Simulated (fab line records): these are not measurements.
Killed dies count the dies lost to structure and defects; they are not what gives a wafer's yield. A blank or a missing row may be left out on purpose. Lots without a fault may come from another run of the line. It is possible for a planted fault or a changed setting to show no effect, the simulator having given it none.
fab line records ; flow n5-finfet ; part 1 of 2: steps 1 to 16 of 27
[record] lots = 5; wafers = 15; last-day = 18
route steps=1938 shown BEOL_M7@1293
lots that met no fault: taken from a fault-free run of the same line
start-h: hours from the record's first day to the start of the lot's first wafer shown ; wait-h: hours elapsed since this lot's preceding step ; " same as the row above ; L1.1+2: one row covering several wafers at once ; - value missing, or start not given ; * or withheld: withheld ; < > ~ a bound
route shown NAME@n: names a module that has steps shown in the file, with the first one's number in the route ; usual: mean/standard deviation of fault-free wafers ; same: alike in all rows ; chamber/n: place in a boat ; sites: per-site readings ; _std_site: their standard deviation ; _edge_site: inner sites' mean taken away from outer sites' mean ; radius-mm: how far each site lies from the wafer's centre ; mask NAME#n: copy n ; behind: the most recent tool/chamber to have shaped the wafer ; hold: reason for holding the lot/hours on hold/outcome of the hold ; device: whichever transistor did not switch (one of n, p or np) ; end of line: the same wafers' tests at the end of the route ; a step without rows: its recipe alone ; killed: not the wafer's yield, but the dies lost to structure and defects at the first sort ; map: the dies of a wafer, with x for killed, . for not killed, _ for no die there
set.NAME: the setting as run; set.NAME@STEP: as run at that earlier step ; model.NAME: the simulator's own value behind a step, which no gauge read
a table for each step, a row for each wafer; lots at some steps of the route
services: from which hour (start-h, from the record's first day; less than 0 if before it) a tool's chamber was out of use, for how many hours, and why
[[steps]]
[step N5_BEOL_M7_EXPOSE_25]
[recipe] mask-id = V6; na = 0.33; source-shape = annular; sigma-inner = 0.4; sigma-outer = 0.8; polarization = unpolarized; target-cd-nm = 40; dose-mj = 42.5
lot.wafer;tool;chamber;start-h;wait-h;mask
L078.2+5+6;euv-scanner-01;0;286.06;-;V6#0
L083.2+3+4;euv-scanner-01;0;304.72;-;V6#0
L082.1+2+4;euv-scanner-02;0;304.89;-;V6#0
L089.1+3+6;euv-scanner-01;0;342.03;-;V6#0
L093.1+2+4;euv-scanner-02;0;349.63;-;V6#0
[step N5_BEOL_M7_PEB_26]
[recipe] peb-temp-c = 100; peb-time-s = 60; resist = CAR-EUV
[same] peb-time-s = 60
lot.wafer;tool;chamber;start-h;wait-h
L078.2+5+6;litho-track-05;0;286.12;0.1
L083.2+3+4;litho-track-04;0;304.78;0.1
L082.1+2+4;litho-track-05;0;304.95;0.1
L089.1+3+6;litho-track-02;0;342.09;0.1
L093.1+2+4;litho-track-02;0;349.70;0.1
[step N5_BEOL_M7_DEVELOP_27]
[recipe] develop-time-s = 30; developer = TMAH; resist = CAR-EUV; rinse-liquid = surfactant-rinse; dry = air-spin; dev-temp-c = 23
lot.wafer;tool;chamber;start-h;wait-h
L078.2+5+6;litho-track-05;0;-;-
L083.2+3+4;litho-track-04;0;-;-
L082.1+2+4;litho-track-05;0;-;-
L089.1+3+6;litho-track-02;0;-;-
L093.1+2+4;litho-track-02;0;-;-
[step N5_BEOL_M7_CD_MEAS_28]
[recipe] target-cd-nm = 40; landing-energy-ev = 500; detector = se-inlens
[usual] cd-nm = 40.04/0.22
lot.wafer;tool;chamber;start-h;wait-h;cd-nm
L078.2;cd-sem-01;0;286.19;-;39.76
L078.5;cd-sem-01;0;286.19;-;40.15
L078.6;cd-sem-01;0;286.19;-;40.03
L083.2;cd-sem-03;0;304.85;-;40.00
L083.3;cd-sem-03;0;304.85;-;39.81
L083.4;cd-sem-03;0;304.85;-;39.86
L082.1;cd-sem-01;0;305.02;-;39.56
L082.2;cd-sem-01;0;305.02;-;40.04
L082.4;cd-sem-01;0;305.02;-;40.04
L089.1;cd-sem-03;0;342.16;-;39.82
L089.3;cd-sem-03;0;342.16;-;40.12
L089.6;cd-sem-03;0;342.16;-;39.93
L093.1;cd-sem-02;0;349.76;-;40.05
L093.2;cd-sem-02;0;349.76;-;40.20
L093.4;cd-sem-02;0;349.76;-;40.27
[step N5_BEOL_M7_OVL_MEAS_29]
[recipe] points-per-wafer = 522
[usual] V6_OVL = 0.4/0.67
lot.wafer;tool;chamber;start-h;wait-h;V6_OVL[nm]
L078.2;overlay-01;0;286.22;0.0;-0.4
L078.5;overlay-01;0;286.22;0.0;-1.1
L078.6;overlay-01;0;286.22;0.0;0.3
L083.2;overlay-01;0;304.89;0.0;0.7
L083.3;overlay-01;0;304.89;0.0;1.7
L083.4;overlay-01;0;304.89;0.0;0.0
L082.1;overlay-01;0;305.05;0.0;0.9
L082.2;overlay-01;0;305.05;0.0;0.6
L082.4;overlay-01;0;305.05;0.0;0.4
L089.1;overlay-02;0;342.19;0.0;0.8
L089.3;overlay-02;0;342.19;0.0;0.0
L089.6;overlay-02;0;342.19;0.0;0.9
L093.1;overlay-02;0;349.79;0.0;0.9
L093.2;overlay-02;0;349.79;0.0;2.0
L093.4;overlay-02;0;349.79;0.0;1.4
[step N5_BEOL_M7_INSPECT_30]
[recipe] mode = adi; inspect-instrument = brightfield
[usual] raw-defect-count = 405/84
lot.wafer;tool;chamber;start-h;wait-h;raw-defect-count
L078.2;defect-inspect-01;-;286.27;0.0;424
L078.5;defect-inspect-01;-;286.27;0.0;435
L078.6;defect-inspect-01;-;286.27;0.0;239
L083.2;defect-inspect-01;-;304.94;0.0;445
L083.3;defect-inspect-01;-;304.94;0.0;470
L083.4;defect-inspect-01;-;304.94;0.0;591
L082.1;defect-inspect-01;-;305.11;0.1;435
L082.2;defect-inspect-01;-;305.11;0.1;380
L082.4;defect-inspect-01;-;305.11;0.1;414
L089.1;defect-inspect-02;-;342.25;0.1;303
L089.3;defect-inspect-02;-;342.25;0.1;428
L089.6;defect-inspect-02;-;342.25;0.1;336
L093.1;defect-inspect-02;-;349.85;0.1;274
L093.2;defect-inspect-02;-;349.85;0.1;402
L093.4;defect-inspect-02;-;349.85;0.1;346
[step N5_BEOL_M7_DESCUM_33]
[recipe] chemistry = O2; time-s = 7; source-power-w = 50; bias-power-w = 20; pressure-mtorr = 20; rf-frequency-hz = 2.712e+07; temp-c = 40; resist = CAR-EUV; o2-flow-sccm = 225
[usual] drypump-motor-current-A = 6.0/0.55; oes-product-au = 0.79/0.076; rf-fwd-power-W = 49.39/0.23; rf-vpp-V = 243.2/1.4; showerhead-plenum-p-Torr = 2.09/0.068; throttle-valve-pct = 20.57/0.2
[same] time-s = 7
lot.wafer;tool;chamber;start-h;wait-h;drypump-motor-current-A;oes-product-au;rf-fwd-power-W;rf-hours-counter-h;rf-vpp-V;showerhead-plenum-p-Torr;throttle-valve-pct
L078.2;rie-diel-03;2;286.54;0.3;5.0;0.73;49.19;178;245.2;2.16;20.47
L078.5;rie-diel-03;2;286.54;0.3;5.0;0.73;49.40;-;243.9;2.17;20.48
L078.6;rie-diel-03;1;286.54;0.3;6.1;0.71;49.60;-;241.5;2.00;20.10
L083.2;rie-diel-06;2;304.97;0.0;6.4;0.74;49.24;185;242.8;1.99;20.55
L083.3;rie-diel-06;3;304.97;0.0;5.2;0.78;48.97;90;242.4;2.12;20.81
L083.4;rie-diel-06;1;304.97;0.0;5.2;0.94;49.40;17;244.1;2.14;20.27
L082.1;rie-diel-01;0;305.94;0.8;6.6;0.76;49.30;131;241.8;2.02;20.87
L082.2;rie-diel-01;2;305.94;0.8;6.4;0.85;49.53;54;244.6;2.20;20.61
L082.4;rie-diel-01;1;305.94;0.8;6.3;0.72;49.41;182;243.0;2.09;20.57
L089.1;rie-diel-06;3;342.28;0.0;5.2;0.76;49.32;102;243.1;2.12;20.83
L089.3;rie-diel-06;0;342.28;0.0;6.4;0.92;48.70;13;242.6;2.15;20.54
L089.6;rie-diel-06;3;342.28;0.0;5.2;0.77;49.49;-;243.6;2.12;20.82
L093.1;rie-diel-01;3;350.21;0.4;6.0;0.86;49.30;57;243.1;2.04;20.57
L093.2;rie-diel-01;2;350.21;0.4;6.4;0.82;49.76;67;245.9;2.20;20.62
L093.4;rie-diel-01;1;350.21;0.4;6.3;0.72;49.53;195;243.7;2.09;20.59
[step N5_BEOL_M7_ETCH_72]
[recipe] chemistry = N2/H2; target = underlayer; target-depth-a = 65; mask-material = CAR-EUV; time-s = 5.2; ion-energy-ev = 200; pressure-mtorr = 30; source-w = 840; bias-w = 150; n2-flow-sccm = 200; h2-flow-sccm = 200; ends = cleared
[usual] drypump-motor-current-A = 6.0/0.55; etch-rf-on-time-s = 5.17/0.088; n2-flow-sccm = 200.0/0.64; oes-product-au = 0.67/0.065; rf-fwd-power-W = 819.2/2.5; rf-vpp-V = 523.6/2.6; showerhead-plenum-p-Torr = 2.53/0.087; throttle-valve-pct = 17.99/0.18
lot.wafer;tool;chamber;start-h;wait-h;drypump-motor-current-A;etch-rf-on-time-s;n2-flow-sccm;oes-product-au;rf-fwd-power-W;rf-hours-counter-h;rf-vpp-V;showerhead-plenum-p-Torr;throttle-valve-pct
L078.2;rie-diel-03;2;286.57;0.0;5.0;5.29;199.7;0.62;816.8;178;527.6;2.63;17.93
L078.5;rie-diel-03;2;286.57;0.0;5.0;5.29;200.6;0.62;817.9;-;526.4;2.63;17.95
L078.6;rie-diel-03;1;286.57;0.0;6.1;5.09;201.4;0.62;814.8;-;520.6;2.43;17.68
L083.2;rie-diel-06;2;305.01;0.0;6.4;5.16;200.3;0.64;819.5;185;518.1;2.43;18.03
L083.3;rie-diel-06;3;305.01;0.0;5.2;5.20;200.1;0.67;819.3;90;527.0;2.57;18.18
L083.4;rie-diel-06;1;305.01;0.0;5.2;5.09;199.7;0.78;818.7;17;525.2;2.59;17.65
L082.1;rie-diel-01;0;305.97;0.0;6.6;5.22;198.5;0.64;813.4;131;523.5;2.44;18.20
L082.2;rie-diel-01;2;305.97;0.0;6.4;5.00;199.9;0.72;816.2;54;525.9;2.70;18.15
L082.4;rie-diel-01;1;305.97;0.0;6.3;5.16;199.5;0.62;819.4;182;522.5;2.53;17.91
L089.1;rie-diel-06;3;342.32;0.0;5.2;5.19;199.6;0.66;822.2;102;523.6;2.56;18.19
L089.3;rie-diel-06;0;342.32;0.0;6.4;5.05;200.9;0.80;817.5;13;525.8;2.60;17.92
L089.6;rie-diel-06;3;342.32;0.0;5.2;5.20;199.3;0.65;819.9;-;526.0;2.56;18.20
L093.1;rie-diel-01;3;350.24;0.0;6.0;5.06;199.5;0.74;819.8;57;523.3;2.47;17.90
L093.2;rie-diel-01;2;350.24;0.0;6.4;5.01;200.4;0.71;821.4;67;528.7;2.69;18.18
L093.4;rie-diel-01;1;350.24;0.0;6.3;5.21;199.7;0.61;821.3;195;523.5;2.52;17.94
[step N5_BEOL_M7_ETCH_65]
[recipe] chemistry = CF4; target = SiARC; target-depth-a = 156; mask-material = CAR-EUV; time-s = 26; ion-energy-ev = 80; pressure-mtorr = 40; source-w = 545; bias-w = 36; Ar_flow_sccm = 100; cf4-flow-sccm = 100; ends = cleared
[usual] drypump-motor-current-A = 6.0/0.55; etch-rf-on-time-s = 25.9/0.46; oes-product-au = 0.68/0.066; rf-fwd-power-W = 532.1/2; rf-vpp-V = 183.9/1.2; showerhead-plenum-p-Torr = 2.14/0.069; throttle-valve-pct = 15.72/0.19
lot.wafer;tool;chamber;start-h;wait-h;drypump-motor-current-A;etch-rf-on-time-s;oes-product-au;rf-fwd-power-W;rf-hours-counter-h;rf-vpp-V;showerhead-plenum-p-Torr;throttle-valve-pct
L078.2;rie-diel-03;2;286.59;0.0;5.0;26.5;0.62;531.2;178;185.2;2.22;15.77
L078.5;rie-diel-03;2;286.59;0.0;5.0;26.6;0.62;531.1;-;186.4;2.22;15.76
L078.6;rie-diel-03;1;286.59;0.0;6.1;25.4;0.62;534.2;-;182.3;2.04;15.33
L083.2;rie-diel-06;2;305.02;0.0;6.4;26.1;0.63;530.5;185;183.6;2.05;15.75
L083.3;rie-diel-06;3;305.02;0.0;5.2;26.1;0.67;532.9;90;184.3;2.16;15.84
L083.4;rie-diel-06;1;305.02;0.0;5.2;26.0;0.78;532.0;17;184.2;2.18;15.36
L082.1;rie-diel-01;0;305.99;0.0;6.6;26.4;0.65;532.1;131;181.8;2.07;15.97
L082.2;rie-diel-01;2;305.99;0.0;6.4;25.5;0.73;531.9;54;185.0;2.26;15.84
L082.4;rie-diel-01;1;305.99;0.0;6.3;26.3;0.62;535.5;182;183.5;2.13;15.70
L089.1;rie-diel-06;3;342.33;0.0;5.2;26.3;0.66;531.5;102;185.3;2.15;15.87
L089.3;rie-diel-06;0;342.33;0.0;6.5;25.4;0.78;529.5;13;184.3;2.19;15.59
L089.6;rie-diel-06;3;342.33;0.0;5.2;26.3;0.66;531.8;-;183.5;2.15;15.87
L093.1;rie-diel-01;3;350.26;0.0;6.0;25.6;0.74;531.5;57;184.4;2.09;15.68
L093.2;rie-diel-01;2;350.26;0.0;6.4;25.2;0.71;536.6;67;185.7;2.26;15.85
L093.4;rie-diel-01;1;350.26;0.0;6.3;26.2;0.62;534.3;195;183.9;2.13;15.72
[step N5_BEOL_M7_ETCH_66]
[recipe] chemistry = N2/H2; target = SOC; target-depth-a = 800; overetch-a = 160; mask-material = SiARC; temp-c = 40; time-s = 120; ion-energy-ev = 200; pressure-mtorr = 30; source-w = 840; bias-w = 150; n2-flow-sccm = 200; h2-flow-sccm = 200
[usual] drypump-motor-current-A = 6.0/0.55; n2-flow-sccm = 200.0/0.6; oes-product-au = 0.60/0.055; rf-fwd-power-W = 835.9/2.8; rf-vpp-V = 523.8/2.5; showerhead-plenum-p-Torr = 2.53/0.087; throttle-valve-pct = 17.95/0.18
[same] time-s = 120
lot.wafer;tool;chamber;start-h;wait-h;drypump-motor-current-A;n2-flow-sccm;oes-product-au;rf-fwd-power-W;rf-hours-counter-h;rf-vpp-V;showerhead-plenum-p-Torr;throttle-valve-pct
L078.2;rie-diel-03;2;286.62;0.0;5.0;200.1;0.56;834.4;178;526.7;2.63;17.88
L078.5;rie-diel-03;2;286.62;0.0;5.0;199.6;0.57;832.2;-;526.8;2.63;17.89
L078.6;rie-diel-03;1;286.62;0.0;6.1;199.6;0.55;834.3;-;520.2;2.43;17.64
L083.2;rie-diel-06;2;305.05;0.0;6.4;199.6;0.57;834.8;185;521.0;2.43;17.99
L083.3;rie-diel-06;3;305.05;0.0;5.2;199.5;0.60;840.7;90;524.2;2.57;18.13
L083.4;rie-diel-06;1;305.05;0.0;5.2;200.6;0.70;842.4;17;526.8;2.60;17.59
L082.1;rie-diel-01;0;306.02;0.0;6.6;198.8;0.59;831.1;131;520.5;2.44;18.16
L082.2;rie-diel-01;2;306.02;0.0;6.4;200.7;0.64;837.4;54;527.5;2.69;18.11
L082.4;rie-diel-01;1;306.02;0.0;6.3;200.1;0.55;837.5;182;523.1;2.53;17.89
L089.1;rie-diel-06;3;342.36;0.0;5.2;200.8;0.59;831.1;102;524.3;2.56;18.16
L089.3;rie-diel-06;0;342.36;0.0;6.4;199.9;0.69;832.0;13;525.4;2.60;17.86
L089.6;rie-diel-06;3;342.36;0.0;5.2;200.0;0.59;833.6;-;524.8;2.56;18.15
L093.1;rie-diel-01;3;350.29;0.0;6.0;199.7;0.66;833.5;57;523.2;2.47;17.86
L093.2;rie-diel-01;2;350.29;0.0;6.4;199.9;0.63;835.4;67;529.5;2.69;18.12
L093.4;rie-diel-01;1;350.29;0.0;6.3;199.1;0.55;837.0;195;522.7;2.52;17.89
[step N5_BEOL_M7_STRIP_69]
[recipe] chemistry = N2/H2; temp-c = 40; n2-flow-sccm = 200; h2-flow-sccm = 200; rf-frequency-hz = 6e+07
lot.wafer;tool;chamber;start-h;wait-h
L078.2+5+6;rie-diel-03;2,2,1;286.70;0.0
L083.2+3+4;rie-diel-06;2,3,1;305.13;0.0
L082.1+2+4;rie-diel-01;0,2,1;306.10;0.0
L089.1+3+6;rie-diel-06;3,0,3;342.44;0.0
L093.1+2+4;rie-diel-01;3,2,1;350.37;0.0
[step N5_BEOL_M7_STRIP_73]
[recipe] chemistry = N2/H2; temp-c = 40; n2-flow-sccm = 200; h2-flow-sccm = 200; rf-frequency-hz = 6e+07
lot.wafer;tool;chamber;start-h;wait-h
L078.2+5+6;rie-diel-03;2,2,1;286.71;0.0
L083.2+3+4;rie-diel-06;2,3,1;305.14;0.0
L082.1+2+4;rie-diel-01;0,2,1;306.11;0.0
L089.1+3+6;rie-diel-06;3,0,3;342.45;0.0
L093.1+2+4;rie-diel-01;3,2,1;350.38;0.0
[step N5_BEOL_M7_VIA_ETCH_34]
[recipe] chemistry = C4F6/O2; target = SiCOH_lowk; target-depth-a = 1255; mask-material = SOC; taper-deg = 4; time-s = 50.5; ion-energy-ev = 250; pressure-mtorr = 30; source-w = 345; bias-w = 185; Ar_flow_sccm = 300; C4F6_flow_sccm = 10; O2_flow_sccm = 10
[usual] O2_flow_sccm = 9.996/0.029; drypump-motor-current-A = 6.0/0.55; oes-product-au = 0.79/0.076; rf-fwd-power-W = 341.5/1.6; rf-vpp-V = 667/6.5; showerhead-plenum-p-Torr = 2.84/0.09; throttle-valve-pct = 21.01/0.21
[same] time-s = 50.5
lot.wafer;tool;chamber;start-h;wait-h;O2_flow_sccm;drypump-motor-current-A;oes-product-au;rf-fwd-power-W;rf-hours-counter-h;rf-vpp-V;showerhead-plenum-p-Torr;throttle-valve-pct
L078.2;rie-diel-03;2;286.72;0.0;10.000;5.0;0.73;341.6;178;678;2.96;21.04
L078.5;rie-diel-03;2;286.72;0.0;9.986;5.0;0.73;339.8;-;677;2.96;21.02
L078.6;rie-diel-03;1;286.72;0.0;9.929;6.1;0.72;342.9;-;655;2.71;20.52
L083.2;rie-diel-06;2;305.15;0.0;10.028;6.4;0.74;343.8;185;657;2.73;21.05
L083.3;rie-diel-06;3;305.15;0.0;9.978;5.2;0.79;340.5;90;667;2.86;21.14
L083.4;rie-diel-06;1;305.15;0.0;10.002;5.2;0.92;342.6;17;672;2.90;20.68
L082.1;rie-diel-01;0;306.12;0.0;9.959;6.6;0.76;339.5;131;668;2.75;21.29
L082.2;rie-diel-01;2;306.12;0.0;10.020;6.4;0.83;344.1;54;672;3.00;21.11
L082.4;rie-diel-01;1;306.12;0.0;10.012;6.3;0.72;341.4;182;667;2.82;20.87
L089.1;rie-diel-06;3;342.46;0.0;9.985;5.2;0.77;338.4;102;666;2.86;21.17
L089.3;rie-diel-06;0;342.46;0.0;10.044;6.4;0.91;339.8;13;670;2.91;20.99
L089.6;rie-diel-06;3;342.46;0.0;9.975;5.2;0.77;339.4;-;668;2.86;21.16
L093.1;rie-diel-01;3;350.39;0.0;10.003;6.0;0.86;341.8;57;659;2.77;21.00
L093.2;rie-diel-01;2;350.39;0.0;10.020;6.4;0.83;342.5;67;674;2.99;21.14
L093.4;rie-diel-01;1;350.39;0.0;9.971;6.3;0.72;341.3;195;668;2.82;20.89
[step N5_BEOL_M7_STRIP_76]
[recipe] chemistry = C4F6/O2; resist = SiARC; rf-frequency-hz = 6e+07
lot.wafer;tool;chamber;start-h;wait-h
L078.2+5+6;rie-diel-03;2,2,1;286.76;0.0
L083.2+3+4;rie-diel-06;2,3,1;305.19;0.0
L082.1+2+4;rie-diel-01;0,2,1;306.16;0.0
L089.1+3+6;rie-diel-06;3,0,3;342.50;0.0
L093.1+2+4;rie-diel-01;3,2,1;350.43;0.0
[step N5_BEOL_M7_STRIP_36]
[recipe] chemistry = N2/H2; power-w = 450; temp-c = 40; pressure-mtorr = 20; rf-frequency-hz = 6e+07; overash-fraction = 0.3; bias-power-w = 7; h2-frac = 0.5; n2-flow-sccm = 200; h2-flow-sccm = 200
[usual] drypump-motor-current-A = 6.0/0.55; n2-flow-sccm = 200.0/0.61; oes-product-au = 0.79/0.075; rf-vpp-V = 59.1/1.5; showerhead-plenum-p-Torr = 2.53/0.087; throttle-valve-pct = 23.82/0.21
[same] overash-fraction = 0.3
lot.wafer;tool;chamber;start-h;wait-h;drypump-motor-current-A;n2-flow-sccm;oes-product-au;rf-hours-counter-h;rf-vpp-V;showerhead-plenum-p-Torr;throttle-valve-pct
L078.2;rie-diel-03;2;286.77;0.0;5.0;199.4;0.73;178;58.4;2.63;23.68
L078.5;rie-diel-03;2;286.77;0.0;5.0;200.5;0.74;-;57.4;2.63;23.68
L078.6;rie-diel-03;1;286.77;0.0;6.1;199.8;0.72;-;57.9;2.42;23.52
L083.2;rie-diel-06;2;305.20;0.0;6.4;200.4;0.75;185;59.6;2.42;23.85
L083.3;rie-diel-06;3;305.20;0.0;5.2;199.4;0.77;90;58.0;2.56;24.08
L083.4;rie-diel-06;1;305.20;0.0;5.2;200.6;0.92;17;59.9;2.59;23.42
L082.1;rie-diel-01;0;306.17;0.0;6.6;200.6;0.77;131;60.1;2.44;24.00
L082.2;rie-diel-01;2;306.17;0.0;6.4;200.7;0.85;54;61.6;2.69;24.09
L082.4;rie-diel-01;1;306.17;0.0;6.3;198.4;0.73;182;57.3;2.52;23.70
L089.1;rie-diel-06;3;342.51;0.0;5.2;200.5;0.78;102;61.3;2.56;24.13
L089.3;rie-diel-06;0;342.51;0.0;6.4;200.2;0.91;13;59.4;2.59;23.88
L089.6;rie-diel-06;3;342.51;0.0;5.2;199.8;0.77;-;60.5;2.56;24.10
L093.1;rie-diel-01;3;350.44;0.0;6.0;199.0;0.86;57;61.5;2.46;23.71
L093.2;rie-diel-01;2;350.44;0.0;6.4;199.1;0.82;67;59.7;2.68;24.10
L093.4;rie-diel-01;1;350.44;0.0;6.3;198.9;0.72;195;57.4;2.52;23.73
[step N5_BEOL_M7_TRENCH_ETCH_37]
[recipe] chemistry = C4F6/O2; target-depth-a = 934.78; target = SiCOH_lowk; time-s = 31.2; ion-energy-ev = 250; pressure-mtorr = 30; source-w = 345; bias-w = 185; Ar_flow_sccm = 300; C4F6_flow_sccm = 10; O2_flow_sccm = 10
[usual] O2_flow_sccm = 10.001/0.028; drypump-motor-current-A = 6.0/0.55; oes-product-au = 0.79/0.076; rf-fwd-power-W = 340.1/1.8; rf-vpp-V = 667/6.4; showerhead-plenum-p-Torr = 2.84/0.09; throttle-valve-pct = 21.04/0.2
[same] time-s = 31.2
lot.wafer;tool;chamber;start-h;wait-h;O2_flow_sccm;drypump-motor-current-A;oes-product-au;rf-fwd-power-W;rf-hours-counter-h;rf-vpp-V;showerhead-plenum-p-Torr;throttle-valve-pct
L078.2;rie-diel-03;2;-;-;9.985;5.0;0.74;340.0;178;678;2.96;21.07
L078.5;rie-diel-03;2;-;-;9.981;5.0;0.74;340.1;-;676;2.96;21.08
L078.6;rie-diel-03;1;-;-;9.984;6.1;0.72;340.9;-;657;2.71;20.55
L083.2;rie-diel-06;2;-;-;9.999;6.4;0.74;340.5;185;658;2.73;21.10
L083.3;rie-diel-06;3;-;-;10.013;5.2;0.78;339.5;90;668;2.86;21.17
L083.4;rie-diel-06;1;-;-;10.050;5.2;0.92;341.1;18;673;2.90;20.71
L082.1;rie-diel-01;0;-;-;10.041;6.7;0.76;339.0;131;668;2.75;21.33
L082.2;rie-diel-01;2;-;-;9.973;6.4;0.86;341.8;55;671;3.00;21.15
L082.4;rie-diel-01;1;-;-;10.005;6.3;0.72;340.3;182;668;2.82;20.92
L089.1;rie-diel-06;3;-;-;9.982;5.2;0.77;338.9;102;669;2.86;21.22
L089.3;rie-diel-06;0;-;-;10.001;6.4;0.92;337.3;13;669;2.91;20.99
L089.6;rie-diel-06;3;-;-;10.007;5.2;0.78;338.5;-;670;2.86;21.19
L093.1;rie-diel-01;3;-;-;10.002;6.0;0.87;339.6;57;657;2.77;21.06
L093.2;rie-diel-01;2;-;-;10.008;6.4;0.83;340.5;67;672;2.99;21.16
L093.4;rie-diel-01;1;-;-;10.006;6.2;0.71;341.7;195;669;2.82;20.92
